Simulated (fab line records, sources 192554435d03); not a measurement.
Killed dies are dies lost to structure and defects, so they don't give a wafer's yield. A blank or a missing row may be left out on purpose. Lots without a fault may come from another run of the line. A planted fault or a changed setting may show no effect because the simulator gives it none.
A struck lot beside a sound one | flow n5_finfet | 43 steps out of a route of 1938
Sound: wafers L307.4, L307.5, L307.6. Struck: wafer L317.6. (L317.1, L317.2 of the same lot were not struck and are left out.) The cause comes at the end.
At each step with rows: each side's tool, then ch and its chambers, then its first start. Under that, the readings that differ: sound wafers | struck wafers | difference of the means | sigmas: that difference in standard deviations of wafers without a fault.
alike: readings whose means differ by less than 2 such deviations, and words and numbers that are the same on both sides. not compared: withheld readings, readings that some wafer has no value for, bounds like >300 that may hide the same value, and numbers for which the record gives no deviation and whose values overlap.
The two part at a step that has a row with sigmas, a row that says differs or no value, or rows on one side only. Numbers that don't overlap but have no deviation are shown without sigmas and don't part them. A reading that every wafer of one side lacks parts them only if that side has two wafers or more.

first, 1 step without rows for these wafers: N5_BEOL_M7_ALD_77 (deposits TaN, target thk 2 nm, pulse time 2 s, purge time 3 s).
N5_BEOL_M7_SURFACE_TREAT_79:
  sound on pvd_sputter-01, day 9 23:07; struck on pvd_sputter-02, day 12 17:07
  not compared: throttle_valve_pct
then, 3 steps without rows for these wafers: N5_BEOL_M7_CVD_78 (deposits Co from CCTBA/H2, target thk 2 nm, time 142.3 s); N5_BEOL_M7_SPUTTER_48 (material Cu, target thk 10 nm, time 1.667 s); N5_BEOL_M7_ECD_50 (material Cu, target thk 300 nm).
N5_BEOL_M7_ANNEAL_51: time 90 s.
  sound on rtp_anneal-02 ch 0, day 9 23:47; struck on rtp_anneal-02 ch 0, day 12 18:07
  reading           | sound                | struck | difference | sigmas
  anneal_temp_c (C) | 224.88 225.00 224.75 | 225.31 | +0.43      | +3
  alike: wafer_temp_C_max
then, 1 step without rows for these wafers: N5_BEOL_M7_CMP_52 (polishes, stops on SiCOH lowk, t overpolish 6.9 s, target thk 80 nm).
N5_BEOL_M7_THK_MEAS_53: measures by xrf.
  sound on film_metro-02, day 10 00:16; struck on film_metro-01, day 12 18:43
  alike: M7_THK
then, 1 step without rows for these wafers: N5_BEOL_M7_PRE_CLEAN_55 (time 15 s).
N5_BEOL_M7_DEP_56: deposits SiCN from 3MS/NH3, target thk 10 nm, time 17.5 s.
  sound on pecvd-04 ch 0,1, day 10 00:21; struck on pecvd-03 ch 0, day 12 18:46
  alike: rf_fwd_power_W, showerhead_plenum_p_Torr, throttle_valve_pct
N5_BEOL_M7_RS_MEAS_57: measures by four-point-probe.
  sound on film_metro-02, day 10 00:26; struck on film_metro-01, day 12 18:50
  alike: M7_RS
N5_BEOL_M7_INSPECT_58: inspects for defects (darkfield).
  sound on defect_inspect-01, day 10 00:27; struck on defect_inspect-01, day 12 18:52
  reading          | sound     | struck | difference | sigmas
  raw_defect_count | 146 68 98 | 52     | -52        | -2
N5_BEOL_M8_ILD_DEP_00: deposits SiCOH lowk from DEMS/porogen, target thk 179.75 nm, time 33.4 s.
  sound on pecvd-03 ch 0,1,2, day 10 00:31; struck on pecvd-04 ch 0, day 12 18:55
  reading                                            | sound             | struck | difference | sigmas
  model.SiCOH_lowk_of_BEOL_M8_ILD_DEP_00.thk_nm (nm) | 182.4 180.2 182.6 | 237    | +55        |
  alike: heater_power_w, rf_fwd_power_W, showerhead_plenum_p_Torr, susceptor_temp_C, throttle_valve_pct
then, 1 step without rows for these wafers: N5_BEOL_M8_CURE_74 (cures SiCOH lowk, time 240 s).
N5_BEOL_M8_THK_MEAS_01:
  sound on film_metro-01, day 10 01:04; struck on film_metro-01, day 12 19:29
  reading         | sound             | struck | difference | sigmas
  M8_ILD_THK (nm) | 157.2 155.5 157.4 | 204.9  | +48.2      | +28
then, 10 steps without rows for these wafers: N5_BEOL_M8_PECVD_70 (deposits SiO2 from TEOS/O2, target thk 20 nm, time 22.7 s); N5_BEOL_M8_HM_DEP_02 (deposits TiN, target thk 20 nm); N5_BEOL_M8_COAT_59 (time 60 s, resist thk 100 nm); N5_BEOL_M8_COAT_60 (time 60 s, resist thk 35 nm); N5_BEOL_M8_COAT_05 (resist thk 90 nm); N5_BEOL_M8_EBR_07; N5_BEOL_M8_SOFTBAKE_06 (time 60 s); N5_BEOL_M8_EXPOSE_08 (exposes mask M8); N5_BEOL_M8_PEB_09 (peb time 60 s); N5_BEOL_M8_DEVELOP_10 (develop time 30 s).
N5_BEOL_M8_CD_MEAS_11: target cd 38.5 nm.
  sound on cd_sem-03 ch 0, day 10 02:37; struck on cd_sem-02 ch 0, day 12 21:47
  alike: cd_nm
N5_BEOL_M8_OVL_MEAS_12:
  sound on overlay-02 ch 0, day 10 02:38; struck on overlay-02 ch 0, day 12 21:49
  alike: M8_OVL
N5_BEOL_M8_INSPECT_13: inspects for defects (brightfield).
  sound on defect_inspect-01, day 10 02:40; struck on defect_inspect-01, day 12 21:50
  alike: raw_defect_count
then, 2 steps without rows for these wafers: N5_BEOL_M8_DESCUM_16 (chemistry O2, time 7.9 s); N5_BEOL_M8_ETCH_61 (etches SiARC in CF4, target depth 45.5 nm, time 75.8 s).
N5_BEOL_M8_ETCH_62: etches SOC in N2/H2, target depth 110 nm, overetch 22 nm, time 165 s.
  sound on rie_diel-04 ch 1,2, day 10 03:04; struck on rie_diel-04 ch 1, day 12 21:58
  alike: bias_w, drypump_motor_current_A, oes_product_au, rf_fwd_power_W, rf_vpp_V, showerhead_plenum_p_Torr, throttle_valve_pct
  not compared: rf_hours_counter_h
then, 1 step without rows for these wafers: N5_BEOL_M8_STRIP_68 (strips in N2/H2).
N5_BEOL_M8_STRIP_67: strips in CF4.
  sound on rie_diel-04 ch 1,2, day 10 03:13; struck on rie_diel-04 ch 1, day 12 22:07
  reading      | sound             | struck | difference | sigmas
  rf_vpp_V (V) | 271.1 270.7 272.3 | 274.1  | +2.7       | +2
  alike: drypump_motor_current_A, oes_product_au, showerhead_plenum_p_Torr, throttle_valve_pct
  not compared: rf_hours_counter_h
then, 2 steps without rows for these wafers: N5_BEOL_M8_HM_OPEN_17 (chemistry Cl2/BCl3, target TiN, target depth 20 nm, overetch 6 nm); N5_BEOL_M8_STRIP_19 (strips in O2).
N5_BEOL_M8_CD_MEAS_18: pitch 80 nm, target cd 40 nm.
  sound on cd_sem-03, day 10 03:26; struck on cd_sem-02, day 12 22:20
  alike: cd_nm
then, 6 steps without rows for these wafers: N5_BEOL_M8_COAT_63 (time 60 s, resist thk 60 nm); N5_BEOL_M8_COAT_64 (time 60 s, resist thk 12 nm); N5_BEOL_M8_COAT_71 (time 60 s, resist thk 5 nm); N5_BEOL_M8_COAT_22 (resist thk 30 nm); N5_BEOL_M8_EBR_24; N5_BEOL_M8_SOFTBAKE_23 (time 60 s).
N5_BEOL_M8_CMP_52: polishes, stops on SiCOH lowk, t overpolish 6.9 s, target thk 80 nm.
  sound on cmp-02 ch 1,2, day 10 07:20; struck on cmp-02 ch 2, day 13 01:46
  reading                                            | sound             | struck | difference | sigmas
  model.SiCOH_lowk_of_BEOL_M8_ILD_DEP_00.thk_nm (nm) | 154.2 152.4 154.6 | 202    | +48        |
  alike: clearing_platen_rpm, edge_zone_pressure_frac, motor_current_A
  not compared: pad_life_wafers

WHERE THEY PART
First at N5_BEOL_M7_ANNEAL_51; last, within this record, at N5_BEOL_M8_STRIP_67. Later steps at which nothing parts them and some readings are alike: N5_BEOL_M8_CD_MEAS_18, N5_BEOL_M8_CMP_52.

WHY: what the simulator had put in
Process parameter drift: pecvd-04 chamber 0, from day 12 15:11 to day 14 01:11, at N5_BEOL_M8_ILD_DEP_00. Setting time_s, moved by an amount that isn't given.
